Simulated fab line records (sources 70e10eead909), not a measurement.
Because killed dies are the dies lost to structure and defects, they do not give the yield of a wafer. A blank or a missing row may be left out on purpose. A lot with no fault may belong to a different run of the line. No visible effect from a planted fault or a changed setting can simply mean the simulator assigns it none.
fab line records	flow nand_harc	part 1 of 2: steps 1 to 4 of 6
record lots=23	wafers=69	last_day=33
route steps=1302 shown A_ONON_D1@431 A_CHANNEL_HOLE_D1@468 A_CHANNEL_FILL_D1@509
lots that met no fault: taken from a fault-free run of the same line
start_h: start of the lot's first displayed wafer, in hours after the record's first day	wait_h: hours since the lot's step before	" identical to the entry in the row above	L1.1+2: a row that stands for several wafers	- no value present, or no start provided	* or withheld: withheld	< > ~ a bound
route shown NAME@n: NAME is a module with steps in the file, n the number in the route of the first one	usual: mean/standard deviation of fault-free wafers	same: alike in all rows	chamber/n: place in a boat	sites: the reading at each site	_std_site: the values' standard deviation	_edge_site: outer sites' mean less inner sites'	radius_mm: for every site, how far away it sits from the centre of the wafer	mask NAME#n: copy n	behind: the last tool/chamber to shape the wafer	hold: the reason the lot was held/the length of the hold in hours/how it ended	device: names the non-switching transistor (n, p or np)	end of line: the same wafers' tests at the end of the route	a step without rows: its recipe alone	killed: dies lost to structure and defects at the first sort, not the wafer's yield	map: the dies of a wafer, with x for killed, . for not killed, _ for no die there
set.NAME: the setting the step ran with; set.NAME@STEP: the setting that earlier step ran with	model.NAME: the simulator's own value behind a step, which no gauge read
steps of the route over a sample of lots; a table a step, a row a wafer
services: from which hour (start_h, from the record's first day; less than 0 if before it) a tool's chamber was out of use, for how many hours, and why
## steps
# step NHARC_A_ONON_D1_THK_MEAS_11
# recipe thk_meas_gauge=ellipsometry
# usual thk_nm=1001/9.1
lot.wafer	tool	chamber	start_h	wait_h	thk_nm
L074.1	film_metro-01	-	159.89	-	981
L074.3	"	-	"	"	983
L074.4	"	-	"	"	982
L077.1	film_metro-02	-	185.05	-	1010
L077.2	"	-	"	"	1010
L077.5	"	-	"	"	1010
L075.3	film_metro-01	-	185.05	-	999
L075.4	"	-	"	"	998
L075.6	"	-	"	"	997
L076.1	film_metro-02	-	185.19	-	993
L076.2	"	-	"	"	995
L076.3	"	-	"	"	994
L079.2	film_metro-02	-	213.72	-	1001
L079.3	"	-	"	"	999
L079.5	"	-	"	"	1000
L078.2	film_metro-01	-	213.74	-	1002
L078.3	"	-	"	"	1004
L078.6	"	-	"	"	1005
L080.1	film_metro-01	-	227.15	-	1012
L080.3	"	-	"	"	1011
L080.6	"	-	"	"	1013
L081.1	film_metro-01	-	231.51	-	996
L081.3	"	-	"	"	997
L081.5	"	-	"	"	997
L083.2	film_metro-02	-	248.82	-	990
L083.4	"	-	"	"	991
L083.5	"	-	"	"	990
L082.1	film_metro-01	-	248.82	-	988
L082.4	"	-	"	"	989
L082.5	"	-	"	"	989
L084.1	film_metro-01	-	271.41	-	997
L084.3	"	-	"	"	1000
L084.4	"	-	"	"	999
L085.2	film_metro-01	-	271.42	-	988
L085.3	"	-	"	"	987
L085.4	"	-	"	"	986
L086.1	film_metro-01	-	308.16	-	1008
L086.4	"	-	"	"	1008
L086.5	"	-	"	"	1007
L089.2	film_metro-02	-	308.21	-	1011
L089.5	"	-	"	"	1013
L089.6	"	-	"	"	1014
L087.1	film_metro-01	-	315.85	-	999
L087.2	"	-	"	"	998
L087.3	"	-	"	"	997
L091.2	film_metro-02	-	334.56	-	1002
L091.5	"	-	"	"	1002
L091.6	"	-	"	"	1001
L090.1	film_metro-01	-	334.56	-	997
L090.4	"	-	"	"	996
L090.5	"	-	"	"	996
L092.3	film_metro-02	-	350.14	-	1016
L092.5	"	-	"	"	1016
L092.6	"	-	"	"	1017
L093.1	film_metro-01	-	361.93	-	1003
L093.2	"	-	"	"	1004
L093.3	"	-	"	"	1005
L094.1	film_metro-02	-	371.03	-	1001
L094.2	"	-	"	"	1004
L094.3	"	-	"	"	1002
L096.2	film_metro-01	-	383.91	-	997
L096.4	"	-	"	"	999
L096.5	"	-	"	"	998
L095.2	film_metro-01	-	383.92	-	1004
L095.4	"	-	"	"	1006
L095.5	"	-	"	"	1005
L097.1	film_metro-02	-	394.51	-	1021
L097.5	"	-	"	"	1021
L097.6	"	-	"	"	1020
# step NHARC_A_CHANNEL_HOLE_D1_ETCH_34
# recipe target_depth_a=1540	time_s=77	cf4_flow_sccm=100	chf3_flow_sccm=30	ar_flow_sccm=0	rf_w=500	bias_w=200	chemistry=CF4/CHF3
# usual bias_w=200.1/0.58	drypump_motor_current_A=5.8/0.47	oes_product_au=0.948/0.021	rf_fwd_power_W=496.5/1.7	rf_vpp_V=370.8/2.1	showerhead_plenum_p_Torr=1.58/0.059	throttle_valve_pct=16.803/0.0086
lot.wafer	tool	chamber	start_h	wait_h	bias_w	drypump_motor_current_A	oes_product_au	rf_fwd_power_W	rf_hours_counter_h	rf_vpp_V	showerhead_plenum_p_Torr	throttle_valve_pct
L074.4	rie_diel-07	1	-	-	199.9	5.7	0.941	495.6	15	369.6	1.60	16.806
L074.3	"	2	"	"	200.6	6.7	0.975	497.0	19	371.7	1.62	16.788
L074.1	"	0	"	"	200.4	6.3	0.963	496.7	15	368.3	1.55	16.783
L075.3	rie_diel-03	1	-	-	199.6	5.8	0.956	497.7	4	368.6	1.57	16.803
L075.4	"	3	"	"	198.7	6.1	0.985	495.8	7	368.3	1.48	16.813
L075.6	"	0	"	"	199.4	5.7	0.966	495.7	-	370.4	1.54	16.816
L077.1	rie_diel-07	0	-	-	199.7	6.2	0.937	498.3	25	371.7	1.55	16.809
L077.2	"	1	"	"	200.1	5.7	0.916	497.8	22	372.7	1.59	16.811
L077.5	"	1	"	"	200.2	5.7	0.921	496.4	-	373.3	1.59	16.802
L076.1	rie_diel-03	1	-	-	200.9	5.8	0.933	497.5	5	369.2	1.57	16.824
L076.2	"	2	"	"	199.6	6.2	0.922	497.1	7	374.7	1.67	16.804
L076.3	"	3	"	"	200.4	6.1	0.934	495.6	7	368.3	1.48	16.811
L078.2	rie_diel-03	2	-	-	199.6	6.3	0.924	498.4	9	373.1	1.67	16.795
L078.3	"	1	"	"	199.8	5.8	0.928	495.6	6	370.1	1.57	16.802
L078.6	"	2	"	"	199.5	6.3	0.921	496.0	-	375.2	1.67	16.805
L079.2	rie_diel-01	2	-	-	199.9	5.1	0.972	497.0	3	370.9	1.60	16.809
L079.3	"	3	"	"	200.6	5.2	0.951	496.3	4	373.2	1.65	16.818
L079.5	"	0	"	"	200.0	5.7	0.956	494.1	-	369.8	1.54	16.809
L080.3	rie_diel-03	1	-	-	200.4	5.8	0.955	497.0	8	370.7	1.56	16.801
L080.1	"	3	"	"	200.2	6.1	0.995	498.3	11	367.4	1.48	16.798
L080.6	"	0	"	"	199.7	5.7	0.985	494.6	-	368.3	1.54	16.826
L081.3	rie_diel-01	3	-	-	200.7	5.1	0.969	497.2	12	374.0	1.65	16.809
L081.1	"	0	"	"	199.5	5.7	0.980	495.7	12	369.9	1.54	16.797
L081.5	"	3	"	"	200.8	5.1	0.967	495.8	-	373.8	1.65	16.809
L082.1	rie_diel-03	1	-	-	199.3	5.8	0.932	496.6	10	370.2	1.56	16.806
L082.4	"	3	"	"	200.6	6.1	0.956	495.0	-	367.1	1.48	16.806
L082.5	"	2	"	"	199.0	6.2	0.932	496.9	-	372.3	1.67	16.808
L083.4	rie_diel-01	3	-	-	201.2	5.1	0.953	497.1	18	373.2	1.65	16.807
L083.2	"	2	"	"	200.4	5.1	0.981	497.9	15	370.8	1.59	16.817
L083.5	"	0	"	"	200.5	5.7	0.961	496.1	-	369.8	1.54	16.804
L085.3	rie_diel-07	3	-	-	200.7	5.3	0.927	499.0	58	372.4	1.61	16.808
L085.2	"	1	"	"	200.8	5.7	0.933	496.0	52	372.2	1.59	16.812
L085.4	"	2	"	"	200.0	6.7	0.943	494.0	51	371.7	1.61	16.791
L084.1	rie_diel-03	2	291.25	0.3	200.4	6.2	0.955	497.3	0	373.7	1.67	16.805
L084.4	"	1	"	"	199.6	5.9	0.941	497.3	-	369.9	1.56	16.802
L084.3	"	2	"	"	199.2	6.2	0.943	497.4	-	372.2	1.67	16.799
L086.1	rie_diel-07	2	-	-	200.2	6.7	0.976	495.7	8	372.0	1.61	16.808
L086.4	"	0	"	"	199.9	6.2	0.993	495.6	8	370.5	1.54	16.793
L086.5	"	2	"	"	200.9	6.7	0.977	498.5	-	370.8	1.61	16.808
L089.2	rie_diel-01	3	-	-	199.9	5.1	0.935	497.4	34	373.1	1.64	16.806
L089.6	"	3	"	"	199.5	5.2	0.922	495.8	-	373.9	1.64	16.802
L089.5	"	0	"	"	200.4	5.7	0.925	496.3	-	369.0	1.53	16.784
L087.2	rie_diel-03	2	-	-	199.8	6.3	0.958	499.1	6	374.7	1.67	16.798
L087.1	"	3	"	"	199.9	6.1	0.980	495.0	2	367.0	1.48	16.815
L087.3	"	1	"	"	199.9	5.9	0.959	496.5	6	371.9	1.56	16.802
L091.2	rie_diel-07	0	-	-	200.0	6.3	0.973	497.3	18	369.6	1.54	16.805
L091.6	"	0	"	"	199.8	6.2	0.962	499.3	-	370.1	1.54	16.791
L091.5	"	1	"	"	199.6	5.7	0.976	496.2	-	370.9	1.58	16.801
L090.1	rie_diel-01	2	-	-	200.9	5.1	0.925	498.1	42	369.8	1.59	16.803
L090.4	"	3	"	"	200.4	5.1	0.938	496.1	43	372.8	1.64	16.796
L090.5	"	2	"	"	199.9	5.1	0.923	499.2	-	371.2	1.59	16.801
L092.3	rie_diel-07	2	-	-	200.0	6.7	0.936	496.5	24	371.5	1.60	16.806
L092.5	"	1	"	"	199.6	5.7	0.924	494.1	-	371.1	1.58	16.803
L092.6	"	2	"	"	200.5	6.7	0.935	494.1	-	371.2	1.60	16.792
L093.1	rie_diel-07	3	-	-	200.4	5.4	0.930	496.1	32	371.6	1.60	16.806
L093.3	"	0	"	"	200.0	6.3	0.943	495.0	28	368.8	1.54	16.806
L093.2	"	2	"	"	199.3	6.7	0.936	493.2	29	371.5	1.60	16.798
L094.2	rie_diel-07	0	-	-	200.6	6.3	0.938	498.1	28	368.9	1.54	16.793
L094.3	"	1	"	"	200.1	5.7	0.927	497.0	25	370.4	1.58	16.782
L094.1	"	2	"	"	200.2	6.7	0.954	497.7	29	372.0	1.60	16.796
L095.4	rie_diel-03	1	-	-	199.1	5.8	0.918	494.2	9	370.4	1.56	16.800
L095.2	"	2	"	"	200.0	6.3	0.915	498.0	9	373.4	1.67	16.798
L095.5	"	1	"	"	200.2	5.9	0.918	493.7	-	371.6	1.56	16.794
L096.2	rie_diel-01	3	-	-	199.0	5.1	0.947	497.6	3	372.0	1.64	16.801
L096.4	"	0	"	"	201.5	5.7	0.951	495.7	2	368.6	1.53	16.815
L096.5	"	1	"	"	200.7	5.1	0.952	497.0	-	373.4	1.70	16.793
L097.1	rie_diel-03	0	-	-	199.4	5.6	0.927	492.4	6	368.8	1.54	16.805
L097.6	"	0	"	"	200.0	5.7	0.918	492.0	-	367.4	1.54	16.798
L097.5	"	1	"	"	199.6	5.8	0.918	496.6	-	370.7	1.56	16.810
# step NHARC_A_CHANNEL_HOLE_D1_ETCH_21
# recipe bias_v=3000	source_w=withheld	pressure_mtorr=20	time_s=514.3	ar_flow_sccm=375	c4f8_flow_sccm=89.3	o2_flow_sccm=35.7	temp_c=-20	target_depth_a=16000	chemistry=C4F8/O2/Ar
# usual drypump_motor_current_A=5.7/0.54	he_backside_leak_sccm=6.4/0.63	oes_air_line_au=1.000/0.019	showerhead_plenum_p_Torr=3.67/0.045	throttle_valve_pct=32.154/0.0089
lot.wafer	tool	chamber	start_h	wait_h	drypump_motor_current_A	he_backside_leak_sccm	oes_air_line_au	rf_hours_counter_h	showerhead_plenum_p_Torr	throttle_valve_pct
L074.1	har_etch-02	0	182.12	0.3	6.3	7.0	1.000	291	3.77	32.169
L074.3	"	1	"	"	5.1	6.8	0.996	-	3.70	32.151
L074.4	"	0	"	"	6.3	7.0	0.990	-	3.77	32.149
L075.3	har_etch-02	1	206.00	0.3	5.1	7.0	1.023	-	3.70	32.150
L075.4	"	0	"	"	6.2	7.0	1.030	-	3.77	32.158
L075.6	"	1	"	"	5.1	7.2	1.003	-	3.70	32.170
L077.2	har_etch-01	0	207.26	0.3	6.1	5.9	0.978	95	3.66	32.152
L077.1	"	1	"	"	5.1	5.5	0.999	95	3.68	32.152
L077.5	"	1	"	"	5.1	5.3	0.997	-	3.68	32.153
L076.1	har_etch-02	1	210.01	0.3	5.1	7.1	0.966	302	3.70	32.139
L076.2	"	0	"	"	6.3	6.8	0.998	302	3.76	32.140
L076.3	"	0	"	"	6.3	6.6	0.971	-	3.76	32.160
L078.2	har_etch-02	1	229.47	0.3	5.1	6.8	0.985	318	3.69	32.134
L078.3	"	1	"	"	5.1	7.3	1.010	-	3.69	32.141
L078.6	"	0	"	"	6.3	6.9	0.993	-	3.75	32.160
L079.2	har_etch-01	1	229.62	0.3	5.2	5.6	1.010	111	3.67	32.160
L079.3	"	1	"	"	5.2	5.7	0.984	-	3.68	32.164
L079.5	"	1	"	"	5.2	5.9	1.019	-	3.68	32.145
L080.1	har_etch-01	1	243.24	0.3	5.1	5.7	0.999	115	3.67	32.156
L080.3	"	1	"	"	5.1	5.9	0.973	-	3.67	32.160
L080.6	"	0	"	"	6.1	5.9	0.978	-	3.65	32.145
L081.1	har_etch-01	0	249.79	0.3	6.1	6.0	1.003	119	3.65	32.161
L081.3	"	1	"	"	5.1	5.7	1.003	-	3.67	32.155
L081.5	"	1	"	"	5.1	5.9	0.986	-	3.67	32.149
L082.1	har_etch-01	1	269.88	0.3	5.1	5.8	0.993	130	3.66	32.149
L082.4	"	0	"	"	6.1	6.0	0.958	-	3.64	32.147
L082.5	"	0	"	"	6.1	5.9	0.956	-	3.64	32.158
L083.2	har_etch-02	0	270.73	0.3	6.3	7.1	0.989	340	3.74	32.146
L083.4	"	1	"	"	5.1	6.7	1.026	-	3.68	32.151
L083.5	"	1	"	"	5.1	6.6	0.986	-	3.68	32.167
L085.2	har_etch-02	1	291.66	0.3	5.1	6.8	1.038	352	3.67	32.161
L085.3	"	0	"	"	6.2	7.1	1.001	-	3.74	32.146
L085.4	"	1	"	"	5.1	6.6	0.997	-	3.67	32.150
L084.1	har_etch-01	1	292.85	0.3	5.2	5.6	0.982	145	3.66	32.156
L084.4	"	0	"	"	6.1	6.0	0.998	-	3.63	32.175
L084.3	"	1	"	"	5.1	5.7	0.963	-	3.66	32.158
L086.1	har_etch-02	0	328.00	0.3	6.3	7.4	1.005	371	3.72	32.153
L086.4	"	0	"	"	6.3	7.2	1.016	-	3.73	32.168
L086.5	"	0	"	"	6.2	7.4	0.993	-	3.72	32.144
L089.2	har_etch-01	0	332.17	0.3	6.2	6.1	1.002	161	3.63	32.138
L089.5	"	1	"	"	5.1	5.8	1.010	-	3.65	32.155
L089.6	"	0	"	"	6.2	6.1	1.023	-	3.63	32.152
L087.2	har_etch-02	0	340.15	0.3	6.3	7.7	1.023	383	3.72	32.154
L087.1	"	1	"	"	5.1	7.3	0.997	383	3.65	32.156
L087.3	"	0	"	"	6.3	7.8	1.011	-	3.72	32.172
L091.2	har_etch-02	1	350.27	0.3	5.1	7.4	1.038	390	3.65	32.152
L091.6	"	0	"	"	6.3	7.5	1.014	-	3.71	32.152
L091.5	"	1	"	"	5.1	7.6	0.998	-	3.65	32.150
L090.1	har_etch-01	0	351.50	0.3	6.1	6.2	1.014	176	3.62	32.153
L090.4	"	1	"	"	5.1	6.2	0.977	-	3.64	32.154
L090.5	"	1	"	"	5.1	6.0	0.981	-	3.64	32.152
L092.3	har_etch-01	0	374.48	0.3	6.1	6.3	0.995	-	3.61	32.161
L092.6	"	0	"	"	6.1	6.3	1.008	-	3.61	32.152
L092.5	"	1	"	"	5.1	5.6	1.021	-	3.63	32.164
L093.1	har_etch-02	0	394.57	0.3	6.3	5.7	1.010	0	3.71	32.147
L093.2	"	1	"	"	5.1	5.6	1.007	0	3.64	32.170
L093.3	"	1	"	"	5.1	5.2	0.978	-	3.64	32.153
L094.2	har_etch-01	1	397.91	0.3	5.2	5.9	1.009	199	3.63	32.163
L094.1	"	0	"	"	6.1	6.4	0.970	199	3.61	32.136
L094.3	"	0	"	"	6.1	6.4	0.990	-	3.61	32.148
L095.2	har_etch-01	1	402.07	0.3	5.1	6.0	0.976	203	3.63	32.160
L095.4	"	0	"	"	6.1	6.3	1.041	-	3.60	32.129
L095.5	"	0	"	"	6.1	6.3	1.004	-	3.60	32.152
L096.2	har_etch-02	1	403.36	0.3	5.1	6.1	1.006	8	3.64	32.159
L096.4	"	0	"	"	6.3	6.0	0.998	-	3.70	32.155
L096.5	"	0	"	"	6.2	6.0	0.993	-	3.70	32.150
L097.1	har_etch-01	1	412.18	0.3	5.1	6.4	1.018	211	3.62	32.160
L097.6	"	0	"	"	6.1	6.5	0.980	-	3.60	32.159
L097.5	"	1	"	"	5.1	6.1	1.017	-	3.62	32.152
# step NHARC_A_CHANNEL_HOLE_D1_STRIP_27
# recipe o2_flow_sccm=500	ar_flow_sccm=0	bias_w=0	chemistry=O2
# usual drypump_motor_current_A=5.9/0.4	oes_product_au=1.001/0.0076	rf_vpp_V=57.6/0.95	showerhead_plenum_p_Torr=3.52/0.15	throttle_valve_pct=17.038/0.0084
# same bias_w=0
lot.wafer	tool	chamber	start_h	wait_h	drypump_motor_current_A	oes_product_au	rf_hours_counter_h	rf_vpp_V	showerhead_plenum_p_Torr	throttle_valve_pct
L074.3	rie_diel-03	0	-	-	5.6	1.001	6	56.0	3.45	17.035
L074.1	"	3	"	"	6.1	1.014	5	57.5	3.32	17.035
L074.4	"	2	"	"	6.3	1.000	-	57.5	3.75	17.048
L075.3	rie_diel-03	0	-	-	5.7	1.006	9	57.0	3.45	17.034
L075.4	"	3	"	"	6.1	0.996	8	56.8	3.32	17.031
L075.6	"	1	"	"	5.9	0.990	-	57.5	3.51	17.033
L077.1	rie_diel-03	3	-	-	6.1	1.015	9	57.1	3.32	17.051
L077.2	"	2	"	"	6.3	0.996	8	59.1	3.74	17.043
L077.5	"	3	"	"	6.1	0.996	-	56.8	3.32	17.045
L076.3	rie_diel-01	3	-	-	5.1	1.002	0	58.4	3.70	17.037
L076.1	"	1	"	"	5.1	0.995	0	57.6	3.30	17.035
L076.2	"	2	"	"	5.1	0.995	0	58.5	3.58	17.022
L078.3	rie_diel-03	3	-	-	6.1	1.021	10	57.6	3.32	17.044
L078.2	"	0	"	"	5.7	0.996	10	58.2	3.45	17.035
L078.6	"	2	"	"	6.2	1.004	-	58.0	3.74	17.049
L079.3	rie_diel-07	2	-	-	6.7	0.997	33	57.3	3.61	17.043
L079.2	"	3	"	"	5.3	1.000	37	58.2	3.62	17.035
L079.5	"	3	"	"	5.3	0.987	-	58.3	3.62	17.046
L080.1	rie_diel-03	0	-	-	5.7	1.006	12	56.6	3.45	17.038
L080.3	"	3	"	"	6.1	1.010	12	56.9	3.32	17.038
L080.6	"	1	"	"	5.9	1.002	-	58.6	3.51	17.036
L081.3	rie_diel-07	1	-	-	5.7	0.997	37	57.7	3.56	17.045
L081.1	"	2	"	"	6.7	1.003	39	57.4	3.61	17.037
L081.5	"	0	"	"	6.3	1.003	-	58.4	3.47	17.051
L082.1	rie_diel-03	2	-	-	6.3	1.002	14	58.9	3.74	17.047
L082.4	"	2	"	"	6.3	1.001	-	58.2	3.74	17.031
L082.5	"	3	"	"	6.1	1.015	-	57.4	3.31	17.024
L083.2	rie_diel-03	1	-	-	5.9	0.998	12	57.1	3.51	17.040
L083.5	"	1	"	"	5.9	0.993	-	56.8	3.51	17.038
L083.4	"	3	"	"	6.1	1.027	-	57.2	3.31	17.030
L085.3	rie_diel-03	2	-	-	6.3	0.994	1	55.8	3.74	17.048
L085.2	"	0	"	"	5.7	1.017	0	58.1	3.45	17.024
L085.4	"	1	"	"	5.9	0.993	-	58.2	3.51	17.039
L084.3	rie_diel-03	1	-	-	5.8	0.994	2	57.2	3.51	17.041
L084.1	"	2	"	"	6.3	0.998	2	59.4	3.74	17.045
L084.4	"	1	"	"	5.8	1.003	-	58.3	3.51	17.041
L086.1	rie_diel-03	3	-	-	6.1	0.992	1	57.0	3.31	17.046
L086.4	"	0	"	"	5.7	0.992	1	57.5	3.45	17.039
L086.5	"	1	"	"	5.8	0.991	-	57.9	3.50	17.048
L089.2	rie_diel-07	1	-	-	5.7	0.998	11	58.7	3.55	17.058
L089.5	"	2	"	"	6.7	1.002	-	58.4	3.60	17.036
L089.6	"	3	"	"	5.3	1.010	-	57.9	3.60	17.044
L087.1	rie_diel-03	3	-	-	6.1	1.003	2	58.3	3.31	17.043
L087.3	"	1	"	"	5.9	1.001	7	57.4	3.50	17.047
L087.2	"	2	"	"	6.2	0.993	7	58.4	3.73	17.038
L091.2	rie_diel-01	3	-	-	5.1	1.004	44	57.7	3.68	17.028
L091.6	"	1	"	"	5.1	1.005	-	55.8	3.28	17.027
L091.5	"	2	"	"	5.1	0.992	-	58.1	3.56	17.026
L090.4	rie_diel-03	3	-	-	6.1	1.003	4	56.0	3.31	17.025
L090.1	"	2	"	"	6.3	0.998	8	56.8	3.73	17.038
L090.5	"	3	"	"	6.1	1.013	-	57.8	3.31	17.033
L092.3	rie_diel-03	0	-	-	5.7	1.006	4	56.7	3.45	17.053
L092.6	"	3	"	"	6.1	0.992	-	55.7	3.31	17.055
L092.5	"	0	"	"	5.7	0.993	-	59.6	3.45	17.053
L093.2	rie_diel-01	1	-	-	5.1	0.987	3	57.5	3.81	17.047
L093.1	"	2	"	"	5.1	0.988	3	58.2	3.55	17.037
L093.3	"	3	"	"	5.2	0.995	3	58.9	3.67	17.042
L094.2	rie_diel-03	3	-	-	6.1	1.000	6	56.5	3.31	17.024
L094.3	"	0	"	"	5.7	1.000	5	57.7	3.45	17.034
L094.1	"	1	"	"	5.9	0.996	9	57.3	3.50	17.035
L095.2	rie_diel-07	2	-	-	6.7	1.001	37	57.9	3.58	17.046
L095.4	"	3	"	"	5.4	0.989	-	57.8	3.59	17.033
L095.5	"	0	"	"	6.2	0.997	-	56.6	3.44	17.042
L096.2	rie_diel-03	1	-	-	5.8	0.988	9	57.9	3.50	17.044
L096.4	"	2	"	"	6.3	0.995	10	58.5	3.73	17.050
L096.5	"	0	"	"	5.6	1.005	-	57.5	3.45	17.040
L097.1	rie_diel-03	0	-	-	5.7	1.002	7	57.2	3.45	17.040
L097.6	"	2	"	"	6.3	0.997	-	58.4	3.73	17.033
L097.5	"	3	"	"	6.1	1.005	-	54.9	3.31	17.029
